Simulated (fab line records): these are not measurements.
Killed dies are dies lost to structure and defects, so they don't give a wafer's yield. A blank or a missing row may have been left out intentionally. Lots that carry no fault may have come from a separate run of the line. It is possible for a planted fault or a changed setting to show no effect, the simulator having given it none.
Lot-split experiment    flow n5 finfet    21 wafers read from 7 lots, route of 1938 steps

THE SPLIT
At N5_BEOL_M3_COAT_22 (resist thk 30 nm), the setting spin rpm was moved away from the recipe's 1500 rpm on 10 of the 21 wafers read, by -9.8% to +8.7%. All remaining wafers had this setting at the recipe value.

FROM THE SPLIT TO THE READING: what the file shows between them, 4 steps
- N5_BEOL_M3_EBR_24
- N5_BEOL_M3_SOFTBAKE_23: time 60 s
- N5_BEOL_M3_EXPOSE_25: exposes mask V2, defocus 5 nm
- N5_BEOL_M3_PEB_26: peb time 60 s

THE READING
CAR-EUV_of_BEOL_M3_COAT_22.thk nm (the simulator's own value, which no gauge read), in nm, at N5_BEOL_M3_DEVELOP_27 (develop time 30 s). There is no usual value for it anywhere in the file. Across the 11 wafers here that went through the recipe, the average is 29.5 nm and the standard deviation 0.1 nm.

wafer   tool, chamber at the split  spin rpm as run, rpm  against the recipe  CAR-EUV_of_BEOL_M3_COAT_22.thk nm, nm  against lot-mates on the recipe
L076.1  litho track-03, 0           1579                  +5.3%               28.8                                   no lot-mate on the recipe
L076.2  litho track-03, 0           1579                  +5.3%               28.8                                   no lot-mate on the recipe
L076.5  litho track-03, 0           1579                  +5.3%               28.8                                   no lot-mate on the recipe
L080.3  litho track-02, 0           1500                  recipe              29.4                                   -
L080.5  litho track-02, 0           1631                  +8.7%               28.4                                   -1.0
L080.6  litho track-02, 0           1631                  +8.7%               28.4                                   -1.0
L088.2  litho track-02, 0           1500                  recipe              29.4                                   -
L088.5  litho track-02, 0           1500                  recipe              29.6                                   -
L088.6  litho track-02, 0           1353                  -9.8%               31                                     +1.5
L089.2  litho track-05, 0           1500                  recipe              29.4                                   -
L089.5  litho track-05, 0           1500                  recipe              29.6                                   -
L089.6  litho track-05, 0           1500                  recipe              29.6                                   -
L092.1  litho track-02, 0           1500                  recipe              29.4                                   -
L092.3  litho track-02, 0           1500                  recipe              29.4                                   -
L092.4  litho track-02, 0           1500                  recipe              29.4                                   -
L095.1  litho track-03, 0           1608                  +7.2%               28.6                                   -1.0
L095.4  litho track-03, 0           1608                  +7.2%               28.6                                   -1.0
L095.6  litho track-03, 0           1500                  recipe              29.6                                   -
L097.2  litho track-03, 0           1388                  -7.5%               30.6                                   +1.0
L097.3  litho track-03, 0           1500                  recipe              29.6                                   -
L097.6  litho track-03, 0           1388                  -7.5%               30.8                                   +1.2

FIT RESULTS
A straight line over all 21 wafers: CAR-EUV_of_BEOL_M3_COAT_22.thk nm changes by -0.141 nm for each +1% of spin rpm; r = -0.99; the points scatter about the line by 0.11 nm.
The same after taking each lot's own level away (the mean of its wafers on the recipe; 18 wafers): -0.136 nm for each +1%; r = -0.99; scatter 0.099 nm.
Per that fit: largest spin rpm move, reading shift of 1.3 nm.
The span of the lots' own levels, 29.40 to 29.60 nm, comes to 2.0 times the standard deviation stated above.
Hence the lot-to-lot level has little effect on the slope; both slopes agree.
Check: +1.32 nm against its lot-mates is what the line predicts for one of the wafers moved furthest among these (-9.8%) when that wafer is left out of the fit. It came out at +1.5 nm against them.

THE WHOLE CHAIN: every reading that the file lists as answering this split, in the file's order
step                   what it does       reading                                                                             change (the file's fit)                r (the file's)
N5_BEOL_M3_COAT_22     resist thk 30 nm   CAR-EUV_of_BEOL_M3_COAT_22.thk nm (the simulator's own value, which no gauge read)  -0.148 nm for each +1% of the setting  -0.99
N5_BEOL_M3_DEVELOP_27  develop time 30 s  CAR-EUV_of_BEOL_M3_COAT_22.thk nm (the simulator's own value, which no gauge read)  -0.139 nm for each +1% of the setting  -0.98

FILE'S OWN FIT
CAR-EUV_of_BEOL_M3_COAT_22.thk nm changes by -0.139 nm for each +1% of spin rpm, r = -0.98.
